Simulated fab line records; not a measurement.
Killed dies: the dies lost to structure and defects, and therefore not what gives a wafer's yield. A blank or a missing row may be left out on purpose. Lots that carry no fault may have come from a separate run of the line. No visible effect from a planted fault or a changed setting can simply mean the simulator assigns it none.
Which tool is to blame? / flow nand_harc / Sampling: 12 lots, 36 wafers, 4 of 1302 route steps

## WHAT EACH GAUGE READ, for each wafer
No reading from a measuring or inspecting step in the record can be judged against a usual standard deviation.

## WHAT TOOL EACH LOT RAN ON (gives the tool, then ch and the chambers of the sampled wafers, and finally the start)
lot=L169; NHARC_A_WL_FILL_ETCHBACK_17=rie_metal-03 ch 0,1, day 21 12:19; NHARC_A_CONTACT_DEP_24=pecvd-02 ch 0,2, day 21 18:44; NHARC_A_CONTACT_SOFTBAKE_37=litho_track-06 ch 0, day 22 01:00; NHARC_A_CONTACT_DESCUM_47=rie_diel-04 ch 1,2, day 22 02:20
lot=L170; NHARC_A_WL_FILL_ETCHBACK_17=rie_metal-02 ch 0,1, day 21 17:06; NHARC_A_CONTACT_DEP_24=pecvd-04 ch 0,1,2, day 21 23:39; NHARC_A_CONTACT_SOFTBAKE_37=litho_track-04 ch 0, day 22 08:00; NHARC_A_CONTACT_DESCUM_47=rie_diel-03 ch 0,3, day 22 09:13
lot=L172; NHARC_A_WL_FILL_ETCHBACK_17=rie_metal-02 ch 1, day 22 11:59; NHARC_A_CONTACT_DEP_24=pecvd-01 ch 0,1,2, day 22 18:20; NHARC_A_CONTACT_SOFTBAKE_37=litho_track-01 ch 0, day 22 23:00; NHARC_A_CONTACT_DESCUM_47=rie_diel-03 ch 0,1, day 23 00:24
lot=L173; NHARC_A_WL_FILL_ETCHBACK_17=rie_metal-01 ch 0,1, day 22 12:01; NHARC_A_CONTACT_DEP_24=pecvd-04 ch 0,2, day 22 18:16; NHARC_A_CONTACT_SOFTBAKE_37=litho_track-04 ch 0, day 23 00:00; NHARC_A_CONTACT_DESCUM_47=rie_diel-04 ch 0,2,3, day 23 01:21
lot=L177; NHARC_A_WL_FILL_ETCHBACK_17=rie_metal-01 ch 0,1, day 23 05:25; NHARC_A_CONTACT_DEP_24=pecvd-04 ch 0,2, day 23 11:50; NHARC_A_CONTACT_SOFTBAKE_37=litho_track-04 ch 0, day 23 19:00; NHARC_A_CONTACT_DESCUM_47=rie_diel-04 ch 0,2,3, day 23 20:02
lot=L176; NHARC_A_WL_FILL_ETCHBACK_17=rie_metal-02 ch 0,1, day 23 09:13; NHARC_A_CONTACT_DEP_24=pecvd-02 ch 0,2, day 23 15:32; NHARC_A_CONTACT_SOFTBAKE_37=litho_track-01 ch 0, day 23 21:00; NHARC_A_CONTACT_DESCUM_47=rie_diel-02 ch 1,3, day 23 22:38
lot=L178; NHARC_A_WL_FILL_ETCHBACK_17=rie_metal-02 ch 0,1, day 24 23:56; NHARC_A_CONTACT_DEP_24=pecvd-04 ch 0,1, day 25 06:30; NHARC_A_CONTACT_SOFTBAKE_37=litho_track-06 ch 0, day 25 11:00; NHARC_A_CONTACT_DESCUM_47=rie_diel-02 ch 0,2,3, day 25 12:05
lot=L179; NHARC_A_WL_FILL_ETCHBACK_17=rie_metal-02 ch 0,1, day 25 11:39; NHARC_A_CONTACT_DEP_24=pecvd-01 ch 1,2, day 25 18:04; NHARC_A_CONTACT_SOFTBAKE_37=litho_track-04 ch 0, day 25 23:00; NHARC_A_CONTACT_DESCUM_47=rie_diel-04 ch 1,3, day 25 23:48
lot=L180; NHARC_A_WL_FILL_ETCHBACK_17=rie_metal-01 ch 0,1, day 25 19:50; NHARC_A_CONTACT_DEP_24=pecvd-02 ch 0,1,2, day 26 03:23; NHARC_A_CONTACT_SOFTBAKE_37=litho_track-06 ch 0, day 26 10:00; NHARC_A_CONTACT_DESCUM_47=rie_diel-04 ch 1,2,3, day 26 10:54
lot=L187; NHARC_A_WL_FILL_ETCHBACK_17=rie_metal-03 ch 0, day 29 02:02; NHARC_A_CONTACT_DEP_24=pecvd-04 ch 0,1,2, day 29 08:39; NHARC_A_CONTACT_SOFTBAKE_37=litho_track-06 ch 0, day 29 13:00; NHARC_A_CONTACT_DESCUM_47=rie_diel-04 ch 1,2, day 29 14:24
lot=L191; NHARC_A_WL_FILL_ETCHBACK_17=rie_metal-02 ch 0,1, day 29 19:15; NHARC_A_CONTACT_DEP_24=pecvd-04 ch 0,2, day 30 00:03; NHARC_A_CONTACT_SOFTBAKE_37=litho_track-06 ch 0, day 30 05:00; NHARC_A_CONTACT_DESCUM_47=rie_diel-03 ch 1,2,3, day 30 06:22
lot=L192; NHARC_A_WL_FILL_ETCHBACK_17=rie_metal-01 ch 0,1, day 30 05:29; NHARC_A_CONTACT_DEP_24=pecvd-01 ch 0,1,2, day 30 11:54; NHARC_A_CONTACT_SOFTBAKE_37=litho_track-01 ch 0, day 30 19:00; NHARC_A_CONTACT_DESCUM_47=rie_diel-03 ch 0,2,3, day 30 20:10
- NHARC_A_WL_FILL_ETCHBACK_17: etches the open film in Cl2/BCl3, target depth 4 nm, time 26.7 s.
- NHARC_A_CONTACT_DEP_24: deposits SiO2, target thk 500 nm.
- NHARC_A_CONTACT_SOFTBAKE_37: time 55 s.
- NHARC_A_CONTACT_DESCUM_47: chemistry O2, time 3 s.

## WHAT THE TOOLS THEMSELVES READ (means of the sampled wafers that have a number; where no wafer has one, the mark that the record gives instead)
NHARC_A_WL_FILL_ETCHBACK_17. Usual: drypump_motor_current_A 5.9 A, standard deviation 0.32; oes_product_au 1.000 a.u., standard deviation 0.018.
lot=L169; tool=rie_metal-03; drypump_motor_current_A (A)=6.1; oes_product_au (a.u.)=1.002; flag=
lot=L170; tool=rie_metal-02; drypump_motor_current_A (A)=5.8; oes_product_au (a.u.)=1.009; flag=
lot=L172; tool=rie_metal-02; drypump_motor_current_A (A)=5.3; oes_product_au (a.u.)=1.023; flag=
lot=L173; tool=rie_metal-01; drypump_motor_current_A (A)=6.0; oes_product_au (a.u.)=1.002; flag=
lot=L177; tool=rie_metal-01; drypump_motor_current_A (A)=6.0; oes_product_au (a.u.)=0.995; flag=
lot=L176; tool=rie_metal-02; drypump_motor_current_A (A)=5.6; oes_product_au (a.u.)=1.020; flag=
lot=L178; tool=rie_metal-02; drypump_motor_current_A (A)=5.5; oes_product_au (a.u.)=1.019; flag=
lot=L179; tool=rie_metal-02; drypump_motor_current_A (A)=5.6; oes_product_au (a.u.)=1.027; flag=
lot=L180; tool=rie_metal-01; drypump_motor_current_A (A)=6.0; oes_product_au (a.u.)=0.988; flag=
lot=L187; tool=rie_metal-03; drypump_motor_current_A (A)=5.6; oes_product_au (a.u.)=0.982; flag=
lot=L191; tool=rie_metal-02; drypump_motor_current_A (A)=5.8; oes_product_au (a.u.)=1.010; flag=
lot=L192; tool=rie_metal-01; drypump_motor_current_A (A)=6.0; oes_product_au (a.u.)=0.998; flag=

NHARC_A_CONTACT_DEP_24. Usual: heater_power_w 547 W, standard deviation 70; showerhead_vpp_V 1837 V, standard deviation 85; susceptor_temp_C 400.01 C, standard deviation 0.25; throttle_valve_pct 15.9 %, standard deviation 0.56.
lot=L169; tool=pecvd-02; heater_power_w (W)=561; showerhead_vpp_V (V)=1784; susceptor_temp_C (C)=399.97; throttle_valve_pct (%)=15.4; flag=
lot=L170; tool=pecvd-04; heater_power_w (W)=491; showerhead_vpp_V (V)=1890; susceptor_temp_C (C)=400.05; throttle_valve_pct (%)=16.1; flag=
lot=L172; tool=pecvd-01; heater_power_w (W)=518; showerhead_vpp_V (V)=1739; susceptor_temp_C (C)=399.87; throttle_valve_pct (%)=15.7; flag=
lot=L173; tool=pecvd-04; heater_power_w (W)=488; showerhead_vpp_V (V)=1847; susceptor_temp_C (C)=400.13; throttle_valve_pct (%)=16.7; flag=
lot=L177; tool=pecvd-04; heater_power_w (W)=503; showerhead_vpp_V (V)=1853; susceptor_temp_C (C)=400.11; throttle_valve_pct (%)=16.3; flag=
lot=L176; tool=pecvd-02; heater_power_w (W)=558; showerhead_vpp_V (V)=1817; susceptor_temp_C (C)=400.00; throttle_valve_pct (%)=16.0; flag=
lot=L178; tool=pecvd-04; heater_power_w (W)=574; showerhead_vpp_V (V)=1851; susceptor_temp_C (C)=400.08; throttle_valve_pct (%)=15.8; flag=
lot=L179; tool=pecvd-01; heater_power_w (W)=522; showerhead_vpp_V (V)=1693; susceptor_temp_C (C)=399.91; throttle_valve_pct (%)=15.7; flag=
lot=L180; tool=pecvd-02; heater_power_w (W)=613; showerhead_vpp_V (V)=1840; susceptor_temp_C (C)=400.26; throttle_valve_pct (%)=15.7; flag=
lot=L187; tool=pecvd-04; heater_power_w (W)=531; showerhead_vpp_V (V)=1846; susceptor_temp_C (C)=399.84; throttle_valve_pct (%)=16.1; flag=
lot=L191; tool=pecvd-04; heater_power_w (W)=493; showerhead_vpp_V (V)=1851; susceptor_temp_C (C)=399.94; throttle_valve_pct (%)=16.6; flag=
lot=L192; tool=pecvd-01; heater_power_w (W)=601; showerhead_vpp_V (V)=1765; susceptor_temp_C (C)=400.32; throttle_valve_pct (%)=15.8; flag=

NHARC_A_CONTACT_SOFTBAKE_37. Usual: heater_power_total_W 188.47 W, standard deviation 0.13; plate_temp_C 105.01 C, standard deviation 0.13.
lot=L169; tool=litho_track-06; heater_power_total_W (W)=188.53; plate_temp_C (C)=104.83; flag=
lot=L170; tool=litho_track-04; heater_power_total_W (W)=188.57; plate_temp_C (C)=105.23; flag=
lot=L172; tool=litho_track-01; heater_power_total_W (W)=188.46; plate_temp_C (C)=105.00; flag=
lot=L173; tool=litho_track-04; heater_power_total_W (W)=188.56; plate_temp_C (C)=105.01; flag=
lot=L177; tool=litho_track-04; heater_power_total_W (W)=188.55; plate_temp_C (C)=105.17; flag=
lot=L176; tool=litho_track-01; heater_power_total_W (W)=188.42; plate_temp_C (C)=105.03; flag=
lot=L178; tool=litho_track-06; heater_power_total_W (W)=188.32; plate_temp_C (C)=104.94; flag=
lot=L179; tool=litho_track-04; heater_power_total_W (W)=188.43; plate_temp_C (C)=105.12; flag=
lot=L180; tool=litho_track-06; heater_power_total_W (W)=188.51; plate_temp_C (C)=104.85; flag=
lot=L187; tool=litho_track-06; heater_power_total_W (W)=199.53; plate_temp_C (C)=-; flag=OFF
lot=L191; tool=litho_track-06; heater_power_total_W (W)=199.73; plate_temp_C (C)=-; flag=OFF
lot=L192; tool=litho_track-01; heater_power_total_W (W)=188.43; plate_temp_C (C)=104.87; flag=

NHARC_A_CONTACT_DESCUM_47. Usual: drypump_motor_current_A 5.6 A, standard deviation 0.44; o2_flow_sccm 199.9 sccm, standard deviation 0.67; oes_product_au 0.997 a.u., standard deviation 0.015; rf_vpp_V 57.8 V, standard deviation 0.82; showerhead_plenum_p_Torr 1.93 Torr, standard deviation 0.093; throttle_valve_pct 11.312 %, standard deviation 0.01.
lot=L169; tool=rie_diel-04; drypump_motor_current_A (A)=6.0; o2_flow_sccm (sccm)=199.2; oes_product_au (a.u.)=0.990; rf_vpp_V (V)=58.4; showerhead_plenum_p_Torr (Torr)=2.00; throttle_valve_pct (%)=11.310; flag=
lot=L170; tool=rie_diel-03; drypump_motor_current_A (A)=5.5; o2_flow_sccm (sccm)=199.5; oes_product_au (a.u.)=0.986; rf_vpp_V (V)=58.0; showerhead_plenum_p_Torr (Torr)=1.94; throttle_valve_pct (%)=11.321; flag=
lot=L172; tool=rie_diel-03; drypump_motor_current_A (A)=5.4; o2_flow_sccm (sccm)=200.0; oes_product_au (a.u.)=0.976; rf_vpp_V (V)=58.7; showerhead_plenum_p_Torr (Torr)=2.06; throttle_valve_pct (%)=11.306; flag=
lot=L173; tool=rie_diel-04; drypump_motor_current_A (A)=5.5; o2_flow_sccm (sccm)=200.0; oes_product_au (a.u.)=0.996; rf_vpp_V (V)=57.1; showerhead_plenum_p_Torr (Torr)=1.88; throttle_valve_pct (%)=11.311; flag=
lot=L177; tool=rie_diel-04; drypump_motor_current_A (A)=5.5; o2_flow_sccm (sccm)=200.1; oes_product_au (a.u.)=1.003; rf_vpp_V (V)=57.0; showerhead_plenum_p_Torr (Torr)=1.88; throttle_valve_pct (%)=11.311; flag=
lot=L176; tool=rie_diel-02; drypump_motor_current_A (A)=5.5; o2_flow_sccm (sccm)=199.9; oes_product_au (a.u.)=1.005; rf_vpp_V (V)=58.4; showerhead_plenum_p_Torr (Torr)=2.01; throttle_valve_pct (%)=11.311; flag=
lot=L178; tool=rie_diel-02; drypump_motor_current_A (A)=5.7; o2_flow_sccm (sccm)=199.3; oes_product_au (a.u.)=0.987; rf_vpp_V (V)=58.1; showerhead_plenum_p_Torr (Torr)=1.98; throttle_valve_pct (%)=11.305; flag=
lot=L179; tool=rie_diel-04; drypump_motor_current_A (A)=5.3; o2_flow_sccm (sccm)=200.6; oes_product_au (a.u.)=0.990; rf_vpp_V (V)=56.8; showerhead_plenum_p_Torr (Torr)=1.89; throttle_valve_pct (%)=11.315; flag=
lot=L180; tool=rie_diel-04; drypump_motor_current_A (A)=5.5; o2_flow_sccm (sccm)=199.9; oes_product_au (a.u.)=0.994; rf_vpp_V (V)=57.9; showerhead_plenum_p_Torr (Torr)=1.94; throttle_valve_pct (%)=11.322; flag=
lot=L187; tool=rie_diel-04; drypump_motor_current_A (A)=5.8; o2_flow_sccm (sccm)=200.7; oes_product_au (a.u.)=0.995; rf_vpp_V (V)=57.4; showerhead_plenum_p_Torr (Torr)=1.99; throttle_valve_pct (%)=11.305; flag=
lot=L191; tool=rie_diel-03; drypump_motor_current_A (A)=5.6; o2_flow_sccm (sccm)=199.9; oes_product_au (a.u.)=1.009; rf_vpp_V (V)=58.4; showerhead_plenum_p_Torr (Torr)=1.93; throttle_valve_pct (%)=11.312; flag=
lot=L192; tool=rie_diel-03; drypump_motor_current_A (A)=5.4; o2_flow_sccm (sccm)=199.4; oes_product_au (a.u.)=0.987; rf_vpp_V (V)=57.7; showerhead_plenum_p_Torr (Torr)=1.94; throttle_valve_pct (%)=11.316; flag=

## THE ANSWER, worked out from the rows above alone
Rule: a lot is off if the mean of its wafers that have a number lies more than 3 standard deviations from the usual mean. Also off: a lot with no number at a reading for which 4 or more lots have one. The other lots that the step has rows for count as sound. Order of review: gauges by route order, followed by the tools' own readings, for which a lot's mean as printed above is used. At the first step where some lot is off, the reading lying furthest off is the one used; lots without a number count as furthest.
Off at NHARC_A_CONTACT_SOFTBAKE_37 (plate_temp_C): L187, L191. Without a number there: L187, L191.
If a tool, at that step or one of the process steps before it, ran each lot that is off and ran no sound lot following the first of them, it fits. This does not decide it: 2 tools fit, namely pecvd-04 at NHARC_A_CONTACT_DEP_24 and litho_track-06 at NHARC_A_CONTACT_SOFTBAKE_37.

## WHAT THE SIMULATOR HAD PUT IN
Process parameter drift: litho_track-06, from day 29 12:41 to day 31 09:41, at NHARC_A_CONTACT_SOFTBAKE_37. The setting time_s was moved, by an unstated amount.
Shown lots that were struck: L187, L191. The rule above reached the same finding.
